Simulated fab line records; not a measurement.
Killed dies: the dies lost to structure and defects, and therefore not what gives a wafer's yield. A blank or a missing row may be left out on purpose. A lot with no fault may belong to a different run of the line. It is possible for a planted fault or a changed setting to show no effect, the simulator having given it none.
Chamber matching	flow n5Finfet	N5_BEOL_M0_SAQP_ETCH_106 on rieDiel-05 has 4 sister chambers
The step etches SOC in N2/H2, stops on SiNx, target depth 150 nm. 14 wafers are shown with their chamber, then 7 later ones without.

WAFERS WITH THEIR CHAMBER
wafer	chamber	throttleValvePct (%)	drypumpMotorCurrentA (A)	oesProductAu (a.u.)
L405.1	3	17.86	6.01	0.71
L405.2	0	17.87	6.08	0.90
L405.5	1	17.33	5.89	0.90
L408.2	1	17.35	5.90	0.89
L408.3	3	17.85	6.02	0.71
L408.6	0	17.90	6.13	0.89
L409.1	3	17.87	6.04	0.70
L409.3	1	17.35	5.91	0.90
L409.4	0	17.90	6.10	0.88
L414.2	3	17.87	6.03	0.70
L414.4	2	17.73	5.49	0.81
L414.5	1	17.37	5.84	0.88
L420.1	2	17.73	5.50	0.80
L420.4	0	17.92	6.11	0.86

SIGNATURES, as means of the wafers listed above
reading	chamber 0	chamber 1	chamber 2	chamber 3	scatter within a chamber
throttleValvePct	17.8975	17.3500	17.7300	17.8625	0.0153
drypumpMotorCurrentA	6.1050	5.8850	5.4950	6.0250	0.0218
oesProductAu	0.8825	0.8925	0.8050	0.7050	0.0114
Rule: distance of a wafer from a chamber = root of the sum over the readings of ((wafer's reading minus chamber's mean) / reading's scatter) squared. The wafer belongs to the nearest chamber; if the next one is less than 2 further off, it can't be placed. The scatter: take each reading less its chamber's mean, square it, sum over the shown wafers, divide by the number of wafers less the number of chambers, and take the root.

WAFERS WITH NO CHAMBER GIVEN
wafer	throttleValvePct (%)	drypumpMotorCurrentA (A)	oesProductAu (a.u.)
L420.5	17.89	6.03	0.69
L423.1	17.74	5.49	0.80
L423.4	17.91	6.04	0.69
L423.5	17.91	6.03	0.69
L426.2	17.94	6.07	0.84
L426.4	17.90	6.03	0.69
L426.5	17.39	5.86	0.84

WHICH CHAMBER EACH WENT THROUGH
wafer	from the rows above	in truth
L420.5	3	3
L423.1	2	2
L423.4	3	3
L423.5	3	3
L426.2	0	0
L426.4	3	3
L426.5	1	1
Correct placement for 7 of the 7. Can't be placed from these rows: 0. Number placed wrongly: 0.
